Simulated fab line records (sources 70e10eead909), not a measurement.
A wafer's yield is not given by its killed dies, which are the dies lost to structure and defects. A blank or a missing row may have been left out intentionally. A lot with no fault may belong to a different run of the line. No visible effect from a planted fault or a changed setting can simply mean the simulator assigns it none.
Matching of chambers || flow nandHarc || NHARC_P_M1_STRIP_18 on rieDiel-06: 4 sister chambers
The step strips in N2/H2. 14 wafers are shown with their chamber, then 7 later ones without.

## WAFERS WITH THEIR CHAMBER
{"wafer": "L082.2", "chamber": 0, "drypumpMotorCurrentA (A)": 5.4, "oesProductAu (a.u.)": 0.996, "rfVppV (V)": 91.5}
{"wafer": "L082.4", "chamber": 2, "drypumpMotorCurrentA (A)": 6.0, "oesProductAu (a.u.)": 0.995, "rfVppV (V)": 90.5}
{"wafer": "L082.6", "chamber": 1, "drypumpMotorCurrentA (A)": 5.8, "oesProductAu (a.u.)": 0.981, "rfVppV (V)": 89.0}
{"wafer": "L084.3", "chamber": 2, "drypumpMotorCurrentA (A)": 6.0, "oesProductAu (a.u.)": 0.996, "rfVppV (V)": 90.4}
{"wafer": "L084.5", "chamber": 2, "drypumpMotorCurrentA (A)": 6.0, "oesProductAu (a.u.)": 0.992, "rfVppV (V)": 90.8}
{"wafer": "L084.6", "chamber": 1, "drypumpMotorCurrentA (A)": 5.8, "oesProductAu (a.u.)": 0.992, "rfVppV (V)": 91.2}
{"wafer": "L087.1", "chamber": 2, "drypumpMotorCurrentA (A)": 6.0, "oesProductAu (a.u.)": 0.998, "rfVppV (V)": 90.4}
{"wafer": "L087.3", "chamber": 0, "drypumpMotorCurrentA (A)": 5.3, "oesProductAu (a.u.)": 1.002, "rfVppV (V)": 90.9}
{"wafer": "L087.6", "chamber": 0, "drypumpMotorCurrentA (A)": 5.3, "oesProductAu (a.u.)": 0.993, "rfVppV (V)": 92.2}
{"wafer": "L091.3", "chamber": 1, "drypumpMotorCurrentA (A)": 5.8, "oesProductAu (a.u.)": 0.994, "rfVppV (V)": 89.7}
{"wafer": "L091.5", "chamber": 0, "drypumpMotorCurrentA (A)": 5.3, "oesProductAu (a.u.)": 1.001, "rfVppV (V)": 91.2}
{"wafer": "L091.6", "chamber": 1, "drypumpMotorCurrentA (A)": 5.8, "oesProductAu (a.u.)": 1.003, "rfVppV (V)": 90.6}
{"wafer": "L092.3", "chamber": 3, "drypumpMotorCurrentA (A)": 5.2, "oesProductAu (a.u.)": 0.976, "rfVppV (V)": 91.0}
{"wafer": "L092.5", "chamber": 3, "drypumpMotorCurrentA (A)": 5.3, "oesProductAu (a.u.)": 0.977, "rfVppV (V)": 89.7}

SIGNATURES, as means of the wafers listed above
{"reading": "drypumpMotorCurrentA", "chamber 0": 5.325, "chamber 1": 5.800, "chamber 2": 6.000, "chamber 3": 5.250, "scatter within a chamber": 0.0354}
{"reading": "oesProductAu", "chamber 0": 0.99800, "chamber 1": 0.99250, "chamber 2": 0.99525, "chamber 3": 0.97650, "scatter within a chamber": 0.00564}
{"reading": "rfVppV", "chamber 0": 91.450, "chamber 1": 90.125, "chamber 2": 90.525, "chamber 3": 90.350, "scatter within a chamber": 0.686}
Rule: for each reading, subtract the chamber's mean from the wafer's reading, divide by that reading's scatter and square the result; add these up over the readings and take the root, which gives the wafer's distance from the chamber. If the next closest chamber is less than 2 further off than the closest, the wafer can't be placed; otherwise it belongs to the closest. The scatter is the square root of a quotient: the sum, over the shown wafers, of each reading's squared deviation from its chamber's mean, divided by wafers minus chambers.

## WAFERS WITH NO CHAMBER GIVEN
{"wafer": "L092.6", "drypumpMotorCurrentA (A)": 5.4, "oesProductAu (a.u.)": 0.988, "rfVppV (V)": 91.3}
{"wafer": "L094.2", "drypumpMotorCurrentA (A)": 6.0, "oesProductAu (a.u.)": 0.983, "rfVppV (V)": 89.5}
{"wafer": "L094.4", "drypumpMotorCurrentA (A)": 5.3, "oesProductAu (a.u.)": 0.980, "rfVppV (V)": 90.4}
{"wafer": "L094.6", "drypumpMotorCurrentA (A)": 6.0, "oesProductAu (a.u.)": 0.990, "rfVppV (V)": 90.0}
{"wafer": "L096.1", "drypumpMotorCurrentA (A)": 5.3, "oesProductAu (a.u.)": 1.012, "rfVppV (V)": 90.6}
{"wafer": "L096.2", "drypumpMotorCurrentA (A)": 5.8, "oesProductAu (a.u.)": 1.007, "rfVppV (V)": 91.4}
{"wafer": "L096.3", "drypumpMotorCurrentA (A)": 6.0, "oesProductAu (a.u.)": 0.985, "rfVppV (V)": 91.1}

## WHICH CHAMBER EACH ONE RAN IN
{"wafer": "L092.6", "from the rows above": 0, "in truth": 0}
{"wafer": "L094.2", "from the rows above": 2, "in truth": 2}
{"wafer": "L094.4", "from the rows above": 3, "in truth": 3}
{"wafer": "L094.6", "from the rows above": 2, "in truth": 2}
{"wafer": "L096.1", "from the rows above": 0, "in truth": 0}
{"wafer": "L096.2", "from the rows above": 1, "in truth": 1}
{"wafer": "L096.3", "from the rows above": 2, "in truth": 2}
Placed correctly: 7 of 7. Not placeable from these rows: 0. Wrongly placed: 0.
